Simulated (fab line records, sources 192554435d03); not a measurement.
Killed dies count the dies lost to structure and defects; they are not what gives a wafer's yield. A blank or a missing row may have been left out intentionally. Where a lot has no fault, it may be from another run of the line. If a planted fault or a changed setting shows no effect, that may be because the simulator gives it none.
2 desks, one fault + flow n5_finfet + each desk has only its own numbers; what lay behind them comes last

== FOR THE TOOL OWNER'S DESK: pecvd-03 ==
The tool's own readings at N5_BEOL_M10_DEP_56 (deposits SiCN from 3MS/NH3, target thk 15 nm, time 26.5 s): means of the sampled wafers that have a number, for each lot that ran on this tool. A lot is out of limits, marked OUT, if its mean lies more than 4 standard deviations from the usual mean; the brackets give that distance.
Columns: A = chamber_pressure_Torr at N5_BEOL_M10_DEP_56, usual 3.001 Torr; B = showerhead_plenum_p_Torr at N5_BEOL_M10_DEP_56, usual 3.672 Torr; C = throttle_valve_pct at N5_BEOL_M10_DEP_56, usual 8.7 %
| lot  | first seen here | A     | B     | C   |
|------|-----------------|-------|-------|-----|
| L587 | day 12 22:30    | 2.999 | 3.681 | 8.9 |
| L588 | day 13 00:59    | 3.001 | 3.685 | 8.9 |
This desk's finding: nothing out of limits on any of the 2 lots.

== THE DEFECT DESK ==
What the inspections along the route counted, lot by lot: means of the sampled wafers that have a number. A lot is out of limits, marked OUT, if its mean lies more than 4 standard deviations from the usual mean; the brackets give that distance.
Columns: A = raw_defect_count at N5_BEOL_M10_INSPECT_58, usual 76; B = raw_defect_count at N5_BEOL_M11_INSPECT_13, usual 416; C = raw_defect_count at N5_BEOL_M11_INSPECT_30, usual 417
| lot  | first seen here | A             | B               | C               |
|------|-----------------|---------------|-----------------|-----------------|
| L587 | day 12 22:36    | 723 (+28) OUT | 1014 (+6.0) OUT | 1010 (+5.4) OUT |
| L588 | day 13 01:05    | 737 (+29) OUT | 1076 (+6.6) OUT | 1096 (+6.2) OUT |
| L597 | day 15 09:52    | 64            | 367             | 334             |
| L600 | day 16 22:18    | 58            | 455             | 457             |
This desk's verdict: out of limits on L587, L588, starting with L587 at day 12 22:36 (raw_defect_count at N5_BEOL_M10_INSPECT_58). In limits: L597, L600.

== ALL TOGETHER ==
The defect desk could have raised an alarm at day 12 22:36, on L587, L588.
The tool owner's desk saw nothing out of limits.
On record at the tool owner's desk: L587, L588, within its limits.
The lots listed all ran N5_BEOL_M10_DEP_56 on pecvd-03.

== WHAT THE SIMULATOR HAD INSERTED ==
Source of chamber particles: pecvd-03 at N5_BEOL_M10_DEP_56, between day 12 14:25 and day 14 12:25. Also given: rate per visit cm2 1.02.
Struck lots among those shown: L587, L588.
Hours from the fault's start to each desk's first reading out of limits: the defect desk, 8.
